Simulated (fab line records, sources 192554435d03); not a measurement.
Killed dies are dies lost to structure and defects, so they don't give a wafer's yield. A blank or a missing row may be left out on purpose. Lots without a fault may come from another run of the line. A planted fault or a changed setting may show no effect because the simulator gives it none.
A struck lot beside a sound one | flow n5_finfet | 6 steps out of a route of 1938
Sound: wafers L649.1, L649.3, L649.6. Struck: wafer L655.3. (L655.5 of the same lot was not struck and is left out.) The cause comes at the end.
At each step with rows: each side's tool, then ch and its chambers, then its first start. Under that, the readings that differ: sound wafers | struck wafers | difference of the means | sigmas: that difference in standard deviations of wafers without a fault.
alike: readings whose means differ by less than 2 such deviations, and words and numbers that are the same on both sides. not compared: withheld readings, readings that some wafer has no value for, bounds like >300 that may hide the same value, and numbers for which the record gives no deviation and whose values overlap.
The two part at a step that has a row with sigmas, a row that says differs or no value, or rows on one side only. Numbers that don't overlap but have no deviation are shown without sigmas and don't part them. A reading that every wafer of one side lacks parts them only if that side has two wafers or more.

N5_START_INSPECT_01: inspects for defects (unpatterned scan).
  sound on defect_inspect-02, day 3 06:02; struck on defect_inspect-01, day 4 18:02
  alike: raw_defect_count
then, 2 steps without rows for these wafers: N5_ZERO_LAYER_PRECLEAN_00 (cleans in SPM, time 600 s); N5_ZERO_LAYER_SRD_01 (time 30 s, dry time 30 s).
N5_ZERO_LAYER_PECVD_02: deposits SiO2 from SiH4/N2O, target thk 10 nm, time 6 s.
  sound on pecvd-02 ch 1,2, day 3 06:18; struck on pecvd-02 ch 1, day 4 18:17
  reading                                       | sound                | struck | difference | sigmas
  susceptor_temp_C (C)                          | 400.04 400.06 399.69 | 399.45 | -0.48      | -2
  model.SiO2_of_ZERO_LAYER_PECVD_02.thk_nm (nm) | 9.893 9.748 10.14    | 9.263  | -0.664     |
  alike: heater_power_w, showerhead_plenum_p_Torr
then, 1 step without rows for these wafers: N5_ZERO_LAYER_HMDS_04 (time 60 s).
-- the record jumps here: 7 days lie between the struck wafers' starts before and after (it left off in module ZERO_LAYER and takes up again in module BEOL_M4, whose first step shown is number 1111 of the route) --
N5_BEOL_M4_RC_MEAS_101:
  sound on prober-01 ch 0, day 9 21:25; struck on prober-02 ch 0, day 11 07:49
  alike: DIBL_N, DIBL_P, IOFF_N, IOFF_P, ION_N, ION_P, SS_N, SS_P, VT_N, VT_P

WHERE THEY PART
Only at N5_ZERO_LAYER_PECVD_02, within this record. Later steps at which nothing parts them and some readings are alike: N5_BEOL_M4_RC_MEAS_101.

WHY: what the simulator had put in
Process parameter drift: pecvd-02, from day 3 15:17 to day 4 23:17, at N5_ZERO_LAYER_PECVD_02. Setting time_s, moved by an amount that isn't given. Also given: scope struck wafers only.
